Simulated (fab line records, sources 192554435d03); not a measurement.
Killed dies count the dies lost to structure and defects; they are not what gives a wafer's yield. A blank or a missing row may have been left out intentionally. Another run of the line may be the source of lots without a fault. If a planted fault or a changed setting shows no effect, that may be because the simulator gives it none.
fab line records :: flow n5Finfet
record:
  lots: 4
  wafers: 12
  lastDay: 15
route steps=1938 shown BEOL_M10@1479 PASSIVATION@1936
lots that met no fault: from a run of the same line without faults
startH: the number of hours between the record's first day and the start of the first shown wafer of the lot :: waitH: time in hours since the lot's previous step :: " unchanged from the row above :: L1.1+2: a single row standing in for several wafers :: - no value, or no start was given :: * or withheld: withheld :: < > ~ a bound
route shown NAME@n: names a module that has steps shown in the file, with the first one's number in the route :: usual: mean and standard deviation over wafers with no fault :: same: alike in all rows :: chamber/n: place in a boat :: sites: readings site by site :: _std_site: standard deviation of those values :: _edge_site: outer sites' mean less inner sites' :: radiusMm: how far each site lies from the wafer's centre :: mask NAME#n: copy n :: behind: the last tool/chamber to shape the wafer :: hold: why the lot went on hold/how many hours it stayed there/how the hold came to an end :: device: the n, p or np transistor that did not switch :: end of line: the tests these same wafers got at the end of their route :: step lacking rows: just its recipe :: killed: the dies lost at the first sort to structure and to defects; this is not the yield of the wafer :: map: shows each die of a wafer: x if killed, . if not, _ if none is there
set.NAME: the setting that was run; set.NAME@STEP: the one run at that earlier step :: model.NAME: the simulator's own value behind a step, which no gauge read
a table for each step, a row for each wafer; lots at some steps of the route
services: the hour from which a tool's chamber was out of use, counted from the record's first day as startH (under 0 if before that day), plus the number of hours and why
== steps ==
step: N5_BEOL_M10_SOFTBAKE_06
recipe:
  tempC: 110
  timeS: 60
  resist: CAR-ArF
step: N5_BEOL_M10_EXPOSE_08
recipe:
  maskId: M10
  na: 1.35
  sourceShape: dipole
  sigmaInner: 0.411
  sigmaOuter: 0.611
  polarization: te
  doseMj: 53.75
step: N5_BEOL_M10_PEB_09
recipe:
  pebTempC: withheld
  pebTimeS: 60
  resist: CAR-ArF
step: N5_BEOL_M10_DEVELOP_10
recipe:
  developTimeS: 30
  developer: TMAH
  resist: CAR-ArF
  rinseLiquid: diw
  dry: airSpin
  devTempC: 23
step: N5_BEOL_M10_DESCUM_16
recipe:
  chemistry: O2
  timeS: 7.9
  sourcePowerW: 50
  biasPowerW: 20
  pressureMtorr: 20
  rfFrequencyHz: 2.712e+07
  tempC: 40
  resist: CAR-ArF
  o2FlowSccm: 225
step: N5_BEOL_M10_ETCH_61
recipe:
  chemistry: CF4
  target: SiARC
  targetDepthA: 390
  maskMaterial: CAR-ArF
  timeS: 65
  ionEnergyEv: 80
  pressureMtorr: 40
  sourceW: 545
  biasW: 36
  Ar_flow_sccm: 100
  cf4FlowSccm: 100
  ends: cleared
step: N5_BEOL_M10_ETCH_62
recipe:
  chemistry: N2/H2
  target: SOC
  targetDepthA: 1100
  overetchA: 220
  maskMaterial: SiARC
  tempC: 40
  timeS: 165
  ionEnergyEv: 200
  pressureMtorr: 30
  sourceW: 840
  biasW: 150
  n2FlowSccm: 200
  h2FlowSccm: 200
step: N5_BEOL_M10_STRIP_68
recipe:
  chemistry: N2/H2
  tempC: 40
  n2FlowSccm: 200
  h2FlowSccm: 200
  rfFrequencyHz: 6e+07
step: N5_BEOL_M10_STRIP_67
recipe:
  chemistry: CF4
  resist: SiARC
  powerW: 300
  biasPowerW: 75
  pressureMtorr: 50
  cf4FlowSccm: 150
  rfFrequencyHz: 6e+07
step: N5_BEOL_M10_HM_OPEN_17
recipe:
  chemistry: Cl2/BCl3
  targetDepthA: 200
  overetchA: 60
  target: TiN
  maskMaterial: SOC
  ionEnergyEv: 150
  pressureMtorr: 10
  icpW: 1000
  biasW: 126
  Cl2_flow_sccm: 53.25
  bcl3FlowSccm: 21.75
  Ar_flow_sccm: 25
usual:
  drypumpMotorCurrentA: 5.7/0.42
  mfcArSccm: 25.00/0.076
  oes_ar_750_au: 0.85/0.12
  oesProductAu: 0.71/0.091
  throttleValvePct: 22.10/0.24
lot.wafer: L581.2
tool: rieMetal-03
chamber: 0
startH: 276.52
waitH: 0.0
drypumpMotorCurrentA: 5.9
mfcArSccm: 24.99
oes_ar_750_au: 0.75
oesProductAu: 0.65
rfHoursCounterH: 39
throttleValvePct: 22.32

lot.wafer: L581.3
tool: rieMetal-03
chamber: 1
startH: 276.52
waitH: 0.0
drypumpMotorCurrentA: 5.4
mfcArSccm: 25.03
oes_ar_750_au: 0.91
oesProductAu: 0.78
rfHoursCounterH: -
throttleValvePct: 22.23

lot.wafer: L581.4
tool: rieMetal-03
chamber: 0
startH: 276.52
waitH: 0.0
drypumpMotorCurrentA: 5.9
mfcArSccm: 25.01
oes_ar_750_au: 0.74
oesProductAu: 0.65
rfHoursCounterH: -
throttleValvePct: 22.32

lot.wafer: L582.1
tool: rieMetal-01
chamber: 0
startH: 282.15
waitH: 0.0
drypumpMotorCurrentA: 6.2
mfcArSccm: 24.97
oes_ar_750_au: 0.93
oesProductAu: 0.76
rfHoursCounterH: 9
throttleValvePct: 21.69

lot.wafer: L582.2
tool: rieMetal-01
chamber: 1
startH: 282.15
waitH: 0.0
drypumpMotorCurrentA: 5.0
mfcArSccm: 24.86
oes_ar_750_au: 0.65
oesProductAu: 0.53
rfHoursCounterH: 115
throttleValvePct: 22.27

lot.wafer: L582.5
tool: rieMetal-01
chamber: 0
startH: 282.15
waitH: 0.0
drypumpMotorCurrentA: 6.2
mfcArSccm: 24.98
oes_ar_750_au: 0.93
oesProductAu: 0.77
rfHoursCounterH: -
throttleValvePct: 21.69

lot.wafer: L585.1
tool: rieMetal-01
chamber: 0
startH: 301.91
waitH: 0.0
drypumpMotorCurrentA: 6.2
mfcArSccm: 24.97
oes_ar_750_au: 0.92
oesProductAu: 0.76
rfHoursCounterH: 10
throttleValvePct: 21.68

lot.wafer: L585.3
tool: rieMetal-01
chamber: 1
startH: 301.91
waitH: 0.0
drypumpMotorCurrentA: 5.0
mfcArSccm: 25.03
oes_ar_750_au: 0.64
oesProductAu: 0.53
rfHoursCounterH: -
throttleValvePct: 22.28

lot.wafer: L585.4
tool: rieMetal-01
chamber: 0
startH: 301.91
waitH: 0.0
drypumpMotorCurrentA: 6.2
mfcArSccm: 24.92
oes_ar_750_au: 0.92
oesProductAu: 0.75
rfHoursCounterH: -
throttleValvePct: 21.70

lot.wafer: L586.2
tool: rieMetal-01
chamber: 0
startH: 314.03
waitH: 0.1
drypumpMotorCurrentA: 6.2
mfcArSccm: 25.02
oes_ar_750_au: 0.91
oesProductAu: 0.74
rfHoursCounterH: -
throttleValvePct: 21.70

lot.wafer: L586.3
tool: rieMetal-01
chamber: 0
startH: 314.03
waitH: 0.1
drypumpMotorCurrentA: 6.1
mfcArSccm: 24.90
oes_ar_750_au: 0.91
oesProductAu: 0.74
rfHoursCounterH: -
throttleValvePct: 21.71

lot.wafer: L586.6
tool: rieMetal-01
chamber: 0
startH: 314.03
waitH: 0.1
drypumpMotorCurrentA: 6.2
mfcArSccm: 24.96
oes_ar_750_au: 0.91
oesProductAu: 0.74
rfHoursCounterH: -
throttleValvePct: 21.71
step: N5_BEOL_M10_STRIP_19
recipe:
  chemistry: O2
  powerW: 400
  tempC: 40
  pressureMtorr: 30
  rfFrequencyHz: 6e+07
  biasPowerW: 0
  overashFraction: 0.2
  o2FlowSccm: 225
step: N5_BEOL_M10_COAT_63
recipe:
  resist: SOC
  tempC: 250
  timeS: 60
  spinRpm: 1500
  resistThkNm: 100
step: N5_BEOL_M10_COAT_64
recipe:
  resist: SiARC
  tempC: 220
  timeS: 60
  spinRpm: 1500
  resistThkNm: 30
step: N5_BEOL_M10_COAT_22
recipe:
  resist: CAR-ArF
  spinRpm: 1500
  resistThkNm: 90
step: N5_BEOL_M10_EBR_24
recipe:
  solvent: PGMEA
  ebrWidthMm: 1.5
step: N5_BEOL_M10_SOFTBAKE_23
recipe:
  tempC: 110
  timeS: 60
  resist: CAR-ArF
step: N5_BEOL_M10_EXPOSE_25
recipe:
  maskId: V9
  na: 1.35
  sourceShape: annular
  sigmaInner: 0.5
  sigmaOuter: 0.8
  polarization: unpolarized
  doseMj: 85.5
step: N5_BEOL_M10_PEB_26
recipe:
  pebTempC: withheld
  pebTimeS: 60
  resist: CAR-ArF
step: N5_BEOL_M10_DEVELOP_27
recipe:
  developTimeS: 30
  developer: TMAH
  resist: CAR-ArF
  rinseLiquid: diw
  dry: airSpin
  devTempC: 23
step: N5_BEOL_M10_DESCUM_33
recipe:
  chemistry: O2
  timeS: 7.9
  sourcePowerW: 50
  biasPowerW: 20
  pressureMtorr: 20
  rfFrequencyHz: 2.712e+07
  tempC: 40
  resist: CAR-ArF
  o2FlowSccm: 225
step: N5_BEOL_M10_ETCH_65
recipe:
  chemistry: CF4
  target: SiARC
  targetDepthA: 390
  maskMaterial: CAR-ArF
  timeS: 65
  ionEnergyEv: 80
  pressureMtorr: 40
  sourceW: 545
  biasW: 36
  Ar_flow_sccm: 100
  cf4FlowSccm: 100
  ends: cleared
step: N5_BEOL_M10_ETCH_66
recipe:
  chemistry: N2/H2
  target: SOC
  targetDepthA: 1200
  overetchA: 240
  maskMaterial: SiARC
  tempC: 40
  timeS: 180
  ionEnergyEv: 200
  pressureMtorr: 30
  sourceW: 840
  biasW: 150
  n2FlowSccm: 200
  h2FlowSccm: 200
step: N5_BEOL_M10_STRIP_69
recipe:
  chemistry: N2/H2
  tempC: 40
  n2FlowSccm: 200
  h2FlowSccm: 200
  rfFrequencyHz: 6e+07
step: N5_BEOL_M10_VIA_ETCH_34
recipe:
  chemistry: C4F6/O2
  target: SiCOH_lowk
  targetDepthA: 1845
  maskMaterial: SOC
  taperDeg: 4
  timeS: 69.2
  ionEnergyEv: 250
  pressureMtorr: 30
  sourceW: 345
  biasW: 185
  Ar_flow_sccm: 300
  C4F6_flow_sccm: 10
  O2_flow_sccm: 10
step: N5_BEOL_M10_STRIP_73
recipe:
  chemistry: C4F6/O2
  resist: SiARC
  rfFrequencyHz: 6e+07
step: N5_BEOL_M10_STRIP_36
recipe:
  chemistry: N2/H2
  powerW: 450
  tempC: 40
  pressureMtorr: 20
  rfFrequencyHz: 6e+07
  overashFraction: 0.3
  biasPowerW: 7
  h2Frac: 0.5
  n2FlowSccm: 200
  h2FlowSccm: 200
step: N5_BEOL_M10_TRENCH_ETCH_37
recipe:
  chemistry: C4F6/O2
  targetDepthA: 1488.3
  target: SiCOH_lowk
  timeS: 48
  ionEnergyEv: 250
  pressureMtorr: 30
  sourceW: 345
  biasW: 185
  Ar_flow_sccm: 300
  C4F6_flow_sccm: 10
  O2_flow_sccm: 10
step: N5_BEOL_M10_ETCH_41
recipe:
  chemistry: CH3F/O2
  target: SiCN
  targetDepthA: 426
  taperDeg: 2
  timeS: 86
  ionEnergyEv: 120
  maskMaterial: TiN
  pressureMtorr: 30
  sourceW: 395
  biasW: 75
  Ar_flow_sccm: 150
  CH3F_flow_sccm: 30
  O2_flow_sccm: 20
step: N5_BEOL_M10_STRIP_77
recipe:
  chemistry: N2/H2
  timeS: 10
  powerW: 450
  tempC: 40
  pressureMtorr: 20
  rfFrequencyHz: 6e+07
  biasPowerW: 7
  n2FlowSccm: 200
  h2FlowSccm: 200
step: N5_BEOL_M10_HM_STRIP_39
recipe:
  chemistry: peroxideTinStrip
  material: TiN
  targetDepthA: 250
  tempC: 50
  timeS: 158
step: N5_BEOL_M10_SRD_40
recipe:
  timeS: 30
  tempC: 23
  rinseLiquid: diw
  dry: ipaMarangoni
step: N5_BEOL_M10_PRECLEAN_42
recipe:
  chemistry: residueRemover
  timeS: 60
  tempC: 40
step: N5_BEOL_M10_SRD_43
recipe:
  timeS: 30
  tempC: 23
  rinseLiquid: diw
  dry: ipaMarangoni
step: N5_PASSIVATION_PROBE_49
usual:
  defectLimitedYield: 91.5/1.4
  killed_at_M0_to_M3: 32/11
  killed_at_M4_up: 12/4.4
  killedAtContacts: 13/6.1
  killedAtFrontEnd: 39/12
  killedAtOther: 3.9/3
  killedDies: 100/17
  killedOnRim: 13/3.9
  killedOpen: 66/12
  killedShort: 33/7.4
  sort_bin_4_leakage: 0.03/0.14
  sort_bin_5_function: 5.0/0.95
  sort_bin_6_memory: 3.2/0.66
  sortNPass: 1079/17
  sortYieldPct: 91.4/1.5
same:
  grossDies: 1180
  killedAtBackSide: 0
  sort_bin_8_speed[%]: 0
lot.wafer: L585.1
tool: prober-02
chamber: -
startH: 349.25
waitH: 0.0
defectLimitedYield[%]: 89.8
killed_at_M0_to_M3: 13
killed_at_M4_up: 82
killedAtContacts: 4
killedAtFrontEnd: 21
killedAtOther: 0
killedDies: 120
killedOnRim: 20
killedOpen: 32
killedShort: 19
sort_bin_4_leakage[%]: 0
sort_bin_5_function[%]: 6.7
sort_bin_6_memory[%]: 2.5
sortNPass: 1060
sortYieldPct[%]: 89.8

lot.wafer: L585.3
tool: prober-02
chamber: -
startH: 349.35
waitH: 0.1
defectLimitedYield[%]: 84.9
killed_at_M0_to_M3: 30
killed_at_M4_up: 109
killedAtContacts: 16
killedAtFrontEnd: 22
killedAtOther: 1
killedDies: 178
killedOnRim: 13
killedOpen: 56
killedShort: 26
sort_bin_4_leakage[%]: 0
sort_bin_5_function[%]: 9.0
sort_bin_6_memory[%]: 4.6
sortNPass: 1002
sortYieldPct[%]: 84.9

lot.wafer: L585.4
tool: prober-02
chamber: -
startH: 349.40
waitH: 0.2
defectLimitedYield[%]: 87.5
killed_at_M0_to_M3: 38
killed_at_M4_up: 71
killedAtContacts: 9
killedAtFrontEnd: 25
killedAtOther: 5
killedDies: 148
killedOnRim: 27
killedOpen: 59
killedShort: 30
sort_bin_4_leakage[%]: 0
sort_bin_5_function[%]: 7.7
sort_bin_6_memory[%]: 3.8
sortNPass: 1032
sortYieldPct[%]: 87.5

lot.wafer: L586.2
tool: prober-02
chamber: -
startH: 369.80
waitH: 0.1
defectLimitedYield[%]: 87.0
killed_at_M0_to_M3: 24
killed_at_M4_up: 80
killedAtContacts: 22
killedAtFrontEnd: 25
killedAtOther: 2
killedDies: 153
killedOnRim: 29
killedOpen: 52
killedShort: 29
sort_bin_4_leakage[%]: 1.10
sort_bin_5_function[%]: 8.8
sort_bin_6_memory[%]: 2.8
sortNPass: 1014
sortYieldPct[%]: 85.9

lot.wafer: L586.3
tool: prober-02
chamber: -
startH: 369.85
waitH: 0.1
defectLimitedYield[%]: 87.4
killed_at_M0_to_M3: 25
killed_at_M4_up: 74
killedAtContacts: 14
killedAtFrontEnd: 36
killedAtOther: 0
killedDies: 149
killedOnRim: 24
killedOpen: 53
killedShort: 31
sort_bin_4_leakage[%]: 0
sort_bin_5_function[%]: 8.5
sort_bin_6_memory[%]: 3.3
sortNPass: 1031
sortYieldPct[%]: 87.4

lot.wafer: L586.6
tool: prober-02
chamber: -
startH: 370.00
waitH: 0.3
defectLimitedYield[%]: 87.0
killed_at_M0_to_M3: 16
killed_at_M4_up: 82
killedAtContacts: 9
killedAtFrontEnd: 45
killedAtOther: 1
killedDies: 153
killedOnRim: 24
killedOpen: 53
killedShort: 31
sort_bin_4_leakage[%]: 0
sort_bin_5_function[%]: 8.2
sort_bin_6_memory[%]: 3.4
sortNPass: 1027
sortYieldPct[%]: 87.0
killed by level:class
L585.1 BEOL_M10:unspecified=65 BEOL_M4:geometricParticle:open=7 BEOL_M1:geometricParticle:open=4 STI_FIN_REVEAL:geometricParticle:open=4 BEOL_M0_SAQP:geometricParticle:short=4 STARTING-WAFER:geometricParticle:open=4 MOL_CONTACT_COAG:geometricParticle:open=3 BEOL_M4:geometricParticle:short=3
L585.3 BEOL_M10:unspecified=94 MOL_CONTACT_COAG:geometricParticle:open=14 BEOL_M0_SAQP:geometricParticle:short=7 BEOL_M0_SAQP:geometricParticle:open=7 BEOL_M1:geometricParticle:open=6 BEOL_M4:geometricParticle:open=6 DUMMY_GATE:geometricParticle:open=4 BEOL_M2:geometricParticle:open=4
L585.4 BEOL_M10:unspecified=58 MOL_CONTACT_COAG:geometricParticle:open=8 BEOL_M0_SAQP:geometricParticle:short=8 BEOL_M0_SAQP:geometricParticle:open=7 BEOL_M2:geometricParticle:open=6 BEOL_M4:geometricParticle:open=6 DUMMY_GATE:geometricParticle:open=5 BEOL_M1:geometricParticle:open=5
L586.2 BEOL_M10:unspecified=72 MOL_CONTACT_COAG:geometricParticle:open=19 BEOL_M3:geometricParticle:open=7 BEOL_M0:geometricParticle:open=6 FIN_SAQP:geometricParticle:short=4 FIN_CUT:geometricParticle:short=4 GATE_CUT:geometricParticle:short=4 BEOL_M3:geometricParticle:short=4
L586.3 BEOL_M10:unspecified=63 MOL_CONTACT_COAG:geometricParticle:open=10 FIN_SAQP:geometricParticle:short=8 STI_FIN_REVEAL:geometricParticle:open=7 BEOL_M4:geometricParticle:open=6 BEOL_M0_SAQP:geometricParticle:open=5 BEOL_M2:geometricParticle:open=5 BEOL_M0:geometricParticle:open=4
L586.6 BEOL_M10:unspecified=67 STI_FIN_REVEAL:geometricParticle:open=10 MOL_CONTACT_COAG:geometricParticle:open=8 FIN_SAQP:geometricParticle:open=7 BEOL_M4:geometricParticle:open=7 FIN_SAQP:geometricParticle:short=6 STI_FIN_REVEAL:geometricParticle:short=6 BEOL_M1:geometricParticle:open=4
map L585.3 (x killed, . not)
_________________.......x....________________
______________.x................_____________
___________.x......x...............__________
__________..x......................._________
________.x.........xx................._______
_______..x.xx...............x.x........______
______..x.................x......x....x._____
_____......x............x....x...x.......____
____..........x..x......xx................___
___...................xx...................__
___...x.....x.......................x......__
__...x......................................_
__.........................................._
_.......x......................xxx...........
_.......x..............x.........x...........
_........................x....x.x...x.......x
_x..........................xxxxxxx.xxx......
_.x......xx..x.....x.......xxxxxxxxxxx.x.....
_.............x.........x....xxxxxxxxxx.x.x..
_..............x...x......x.xxxxxxxxxxxx.....
_................x..........xxxxxxxxxxx.x....
__.......x..x........x...x..xxxxxxxxxxxx...x_
__..x...................x.....xxxxxxxx......_
___............................xxxxxx......__
___........x...........x.x...xxxxx.x.......__
____................x.....x......x........___
_____.....x...x............x............x____
______x....x...x........................_____
_______..............x....x....x.......______
________.......x.........x............_______
__________x.....xx............x....._________
___________.x.x............x.......__________
______________......x..........._____________
_________________............________________
map L586.2 (x killed, . not)
_________________.......x....________________
______________..x..............._____________
___________.....x..........x.......__________
__________............x.....x......._________
________...........................x.._______
_______x..................x............______
______...x............x.x.........x....._____
_____..........x.......x......x.......x..____
____....x..........x...x..................___
___...x........x..........x..........x.x...__
___...x..............xxx.........x.........__
__.x........x................x..x..x........_
__.....x........................x..........._
_xx...x.....................x..............x.
_.x..........x...............................
_............................x............x..
_x......................x.x..................
_..x...............x...x.....x...x......x....
_....................x...................xx..
_....x.....x...x.....................x.......
_.....x..................x.......x...........
__.......x..............x..........x........_
__.x........................................_
___...........x............................__
___..................x.....................__
____.x........x................x..........___
_____......x....xx.xx..x.................____
______.......xx..xxxxxx.....x..........._____
_______...x.x..x.x.xxxx................______
________.......xxxxxxxx.............x._______
__________....xxxxxxxxxx............_________
___________.xxxxxxxxxxxxx..x.......__________
______________xxxxxxxxxxxxx....._____________
_________________xxxxxxxxxx..________________
== services ==
tool: rieMetal-03
chamber: 0
startH: 277.46
hours: 1.2
kind: repair

tool: rieMetal-01
chamber: -
startH: 282.30
hours: 2.8
kind: pm

tool: rieMetal-01
chamber: 1
startH: 313.16
hours: 2.2
kind: repair
== key ==
firstSign:
  step: N5_PASSIVATION_PROBE_49
  reading: killed_at_M4_up
  direction: up
  sigmas: 16
  usual: 12
  struck: 83
effect:
  step: N5_PASSIVATION_PROBE_49
  reading: killedDies
  direction: up
  sigmas: 3
  usual: 100
  struck: 150
moreKillsBornAt:
  N5_BEOL_M10_HM_OPEN_17@rieMetal-01: 419
metAt N5_BEOL_M10_HM_OPEN_17
struckWafers L585.1,L585.3,L585.4,L586.2,L586.3,L586.6
onsetBetween 282.15 301.91
alsoFits time
fault:
  kind: chamberParticleSource
  tool: rieMetal-01
  chamber: -
  onsetH: 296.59
  steps: N5_BEOL_M10_HM_OPEN_17
  ratePerVisitCm2: 0.42903
  endH: 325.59
